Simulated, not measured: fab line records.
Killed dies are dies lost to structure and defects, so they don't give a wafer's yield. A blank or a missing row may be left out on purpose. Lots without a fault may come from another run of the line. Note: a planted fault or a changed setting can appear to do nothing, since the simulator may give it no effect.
The same fault as seen by 2 desks ; flow n5_finfet ; what lay behind the numbers comes last; until then each desk has only its own

== THE TOOL OWNER'S DESK: rie_metal-02 ==
The tool's own readings at N5_GATE_CUT_ETCH_47 (etches SiO2 in Cl2/BCl3, target depth 10 nm): means of the sampled wafers that have a number, for each lot that ran on this tool. A lot is out of limits, marked OUT, if its mean lies more than 4 standard deviations from the usual mean; the brackets give that distance.
Columns: A = drypump_motor_current_A at N5_GATE_CUT_ETCH_47, usual 5.8 A; B = oes_product_au at N5_GATE_CUT_ETCH_47, usual 0.73 a.u.; C = throttle_valve_pct at N5_GATE_CUT_ETCH_47, usual 22.75 %
lot;first seen here;A;B;C
L623;day 6 23:59;6.1;0.83;22.72
L626;day 7 12:47;5.9;0.76;22.80
L627;day 7 19:56;6.3;0.88;22.63
L628;day 7 23:08;6.1;0.98;22.72
L629;day 8 02:37;5.9;0.92;22.80
L630;day 8 08:21;6.1;1.06;22.73
This desk found nothing out of limits on any of the 6 lots.

== METROLOGY DESK ==
What the gauges read for every lot (on any tool): the sampled wafers with a number, averaged. A lot is out of limits, marked OUT, if its mean lies more than 4 standard deviations from the usual mean; the brackets give that distance. It has 11 readings; the 7 that lie furthest out on some lot are the ones shown.
Columns: A = GC_FILL_THK at N5_GATE_CUT_THK_MEAS_24, usual 219.4 nm; B = DIBL_N at N5_BEOL_M4_RC_MEAS_101, usual 36.3 mV/V; C = DIBL_P at N5_BEOL_M4_RC_MEAS_101, usual 36.7 mV/V; D = ION_P at N5_BEOL_M4_RC_MEAS_101, usual 461 uA/um; E = SS_P at N5_BEOL_M4_RC_MEAS_101, usual 73.3 mV/dec; F = VT_N at N5_BEOL_M4_RC_MEAS_101, usual 249.4 mV; G = VT_P at N5_BEOL_M4_RC_MEAS_101, usual -250.0 mV
lot;first seen here;A;B;C;D;E;F;G
L623;day 7 02:27;220.4;36.3;38.1;464;74.0;247.1;-249.1
L626;day 7 14:52;220.8;37.1;37.3;462;74.2;249.8;-249.2
L627;day 7 22:01;221.2;37.1;35.7;453;73.3;250.0;-251.0
L628;day 8 04:02;216.9;37.5;38.7;455;73.3;248.5;-251.8
L629;day 8 05:11;215.8;36.8;36.5;462;73.5;251.0;-249.7
L630;day 8 12:24;213.2;35.8;36.5;466;73.3;252.1;-247.1
L636;day 10 00:36;219.8;36.8;37.8;462;73.6;246.4;-248.6
L637;day 10 09:07;217.4;38.4;38.5;465;73.2;248.2;-250.1
This desk found nothing out of limits on any of the 8 lots.

== ALL TOGETHER ==
Nothing out of limits was seen by the tool owner's desk.
Nothing out of limits was seen by the metrology desk.

== WHAT THE SIMULATOR HAD PUT IN ==
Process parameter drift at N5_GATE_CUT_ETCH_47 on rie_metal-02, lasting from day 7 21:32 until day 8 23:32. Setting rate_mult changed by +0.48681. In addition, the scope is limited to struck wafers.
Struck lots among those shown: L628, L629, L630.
